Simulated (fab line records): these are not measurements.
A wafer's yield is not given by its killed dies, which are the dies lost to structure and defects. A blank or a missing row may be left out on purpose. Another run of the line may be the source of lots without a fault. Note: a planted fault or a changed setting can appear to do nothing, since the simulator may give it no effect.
Which tool did it?	flow n5 finfet	33 wafers from 11 lots sampled at 3 of the route's 1938 steps

WHAT THE GAUGES READ, wafer by wafer
N5_MIM_TOP_LITHO_INSPECT_12: inspects for defects (macro).
lot	measured	on	raw defect count
L252	day 12 08:56	defect inspect-01	1 4 2
L250	day 12 09:04	defect inspect-01	2 0 2
L253	day 12 12:43	defect inspect-01	1 7 3
L254	day 13 02:15	defect inspect-02	1 1 2
L255	day 13 15:40	defect inspect-01	1 2 4
L256	day 13 16:03	defect inspect-02	4 2 4
L259	day 14 14:31	defect inspect-01	2 1 0
L260	day 14 14:34	defect inspect-01	2 1 3
L265	day 16 07:08	defect inspect-02	1 3 3
L268	day 16 21:14	defect inspect-02	1 5 1
L272	day 18 19:01	defect inspect-01	2 4 2

N5_MIM_BOT_LITHO_CD_MEAS_08 targets a cd of 3000 nm.
lot	measured	on	cd nm (nm)
L252	day 12 09:45	cd sem-02	3000.7 3001.7 3000.2
L250	day 12 09:55	cd sem-03	2998.3 2998.7 2999.8
L253	day 12 13:41	cd sem-02	2999.9 2998.9 2998.5
L254	day 13 02:56	cd sem-02	2998.1 2997.5 2994.9
L255	day 13 16:28	cd sem-03	2995.8 2998.9 2999.0
L256	day 13 16:55	cd sem-02	3001.5 2997.4 3000.5
L259	day 14 15:22	cd sem-03	2999.3 2997.2 3000.4
L260	day 14 15:31	cd sem-02	2998.6 2998.6 3001.0
L265	day 16 08:14	cd sem-03	2998.5 2999.1 3000.9
L268	day 16 22:02	cd sem-01	2999.9 3001.0 2998.8
L272	day 18 19:56	cd sem-01	2997.0 2999.6 2999.2

EACH LOT AND THE TOOL THAT RAN IT (in order: tool; ch and the chambers of the sampled wafers; start)
lot	N5_MIM_TOP_ETCH_PECVD_03
L252	pecvd-01 ch 0,1, day 12 09:16
L250	pecvd-02 ch 0,1, day 12 09:23
L253	pecvd-01 ch 0,1,2, day 12 13:12
L254	pecvd-01 ch 0,1,2, day 13 02:35
L255	pecvd-01 ch 1,2, day 13 15:59
L256	pecvd-01 ch 0,2, day 13 16:26
L259	pecvd-01 ch 0,1,2, day 14 14:53
L260	pecvd-04 ch 0,2, day 14 14:55
L265	pecvd-04 ch 0,1, day 16 07:44
L268	pecvd-02 ch 0,1,2, day 16 21:34
L272	pecvd-04 ch 1,2, day 18 19:34
- N5_MIM_TOP_ETCH_PECVD_03: deposits SiNx from SiH4/NH3/N2, target thk 20 nm, time 17.6 s.

WHAT THE TOOLS THEMSELVES READ (means of the sampled wafers that have a number; where no wafer has one, the mark that the record gives instead)
N5_MIM_TOP_ETCH_PECVD_03.
lot	tool	heater power w (W)	showerhead plenum p Torr (Torr)	susceptor temp C (C)	throttle valve pct (%)
L252	pecvd-01	726	5.17	399.88	38.7
L250	pecvd-02	723	5.14	400.19	42.6
L253	pecvd-01	764	5.14	400.08	39.5
L254	pecvd-01	770	5.14	400.04	39.6
L255	pecvd-01	777	5.13	400.04	39.8
L256	pecvd-01	850	5.10	399.86	40.4
L259	pecvd-01	793	5.13	399.93	39.6
L260	pecvd-04	775	5.16	399.86	40.5
L265	pecvd-04	730	5.07	400.17	41.2
L268	pecvd-02	847	5.15	400.07	41.0
L272	pecvd-04	719	5.09	400.16	39.1

THE ANSWER, worked out from the rows above alone
Rule: the usual values come from the lots themselves. Put in order of their means at a reading, lots are off if they are a third of the lots or fewer, leave a main group of 4 or more, and stand apart from it by a gap of 3 or more times the standard deviation of the main group's means; of several such gaps the widest counts. The tables above print the reading to a certain number of digits; a main group whose means all agree to those digits is not used. A lot without any number at a reading at which 4 lots or more have one is off too. Any other lot the step has rows for is counted as sound. After the gauges, taken in route order, come the tools' own readings; for these a lot's mean is taken, as printed above. The first step at which some lot is off is used, and at that step the reading that is off furthest; a lot without a number counts as furthest.
Nothing can be told from this: no lot is off at any reading shown.

WHAT THE SIMULATOR PUT IN
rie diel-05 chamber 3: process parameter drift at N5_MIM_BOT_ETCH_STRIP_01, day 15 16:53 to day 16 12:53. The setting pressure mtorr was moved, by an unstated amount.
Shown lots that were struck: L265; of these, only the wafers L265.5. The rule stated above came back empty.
